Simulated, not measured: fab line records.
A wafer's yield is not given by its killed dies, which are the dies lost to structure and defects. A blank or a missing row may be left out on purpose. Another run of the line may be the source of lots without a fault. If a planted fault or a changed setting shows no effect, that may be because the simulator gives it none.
Which tool did it? | flow nand-harc | 12 lots with 36 wafers sampled at 2 steps, on a route of 1159 steps

WHAT THE GAUGES SHOWED, per wafer
NHARC_A_CHANNEL_HOLE_D1_CD_MEAS_30.
lot  | measured     | on        | cd-nm (nm)
L076 | day 8 23:56  | cd-sem-01 | 91.2 90.6 91.2
L077 | day 9 12:11  | cd-sem-02 | 89.4 89.8 90.0
L079 | day 9 19:34  | cd-sem-01 | 90.9 90.3 91.9
L082 | day 10 13:17 | cd-sem-03 | 91.1 90.8 90.8
L084 | day 11 02:18 | cd-sem-01 | 89.8 88.7 90.8
L088 | day 11 18:36 | cd-sem-01 | 88.8 90.2 88.7
L086 | day 11 22:46 | cd-sem-03 | 91.9 92.2 91.7
L090 | day 12 11:47 | cd-sem-03 | 90.9 89.3 90.6
L091 | day 12 18:36 | cd-sem-01 | 90.5 89.2 92.2
L093 | day 13 00:17 | cd-sem-03 | 88.7 90.0 91.5
L095 | day 13 18:20 | cd-sem-01 | 91.2 90.6 91.9
L097 | day 14 11:51 | cd-sem-03 | 89.6 88.3 89.7

TOOL THAT RAN EACH LOT (tool first, then ch and the chambers of the sampled wafers, then the start)
lot  | NHARC_A_CHANNEL_HOLE_D1_ETCH_25
L076 | har-etch-01 ch 0,1, day 8 21:20
L077 | har-etch-02 ch 0,1, day 9 09:32
L079 | har-etch-02 ch 0,1, day 9 16:55
L082 | har-etch-02 ch 0,1, day 10 10:35
L084 | har-etch-02 ch 0,1, day 10 23:50
L088 | har-etch-02 ch 0,1, day 11 15:58
L086 | har-etch-02 ch 0,1, day 11 20:26
L090 | har-etch-02 ch 0,1, day 12 09:27
L091 | har-etch-02 ch 0,1, day 12 16:07
L093 | har-etch-02 ch 0,1, day 12 21:49
L095 | har-etch-01 ch 0,1, day 13 16:01
L097 | har-etch-02 ch 0,1, day 14 09:13
- NHARC_A_CHANNEL_HOLE_D1_ETCH_25: etches the open film in C4F8/O2/Ar, time 1040.2 s, target depth 1500 nm.

THE ANSWER, worked out from the rows above alone
Rule: the lots themselves supply what counts as usual. The widest of any qualifying gaps counts: lots, ordered by their means at a reading, are off when they make up no more than a third of the lots, leave a main group of 4 or more, and stand apart from it by 3 or more times the standard deviation of that group's means. A main group is skipped when, at the precision printed for the reading in the tables above, its means are all equal. A lot without any number at a reading at which 4 lots or more have one is off too. All remaining lots with rows at the step are treated as sound.
Across all readings shown, no lot is off: no conclusion can be drawn from this.

WHAT WAS PUT IN BY THE SIMULATOR
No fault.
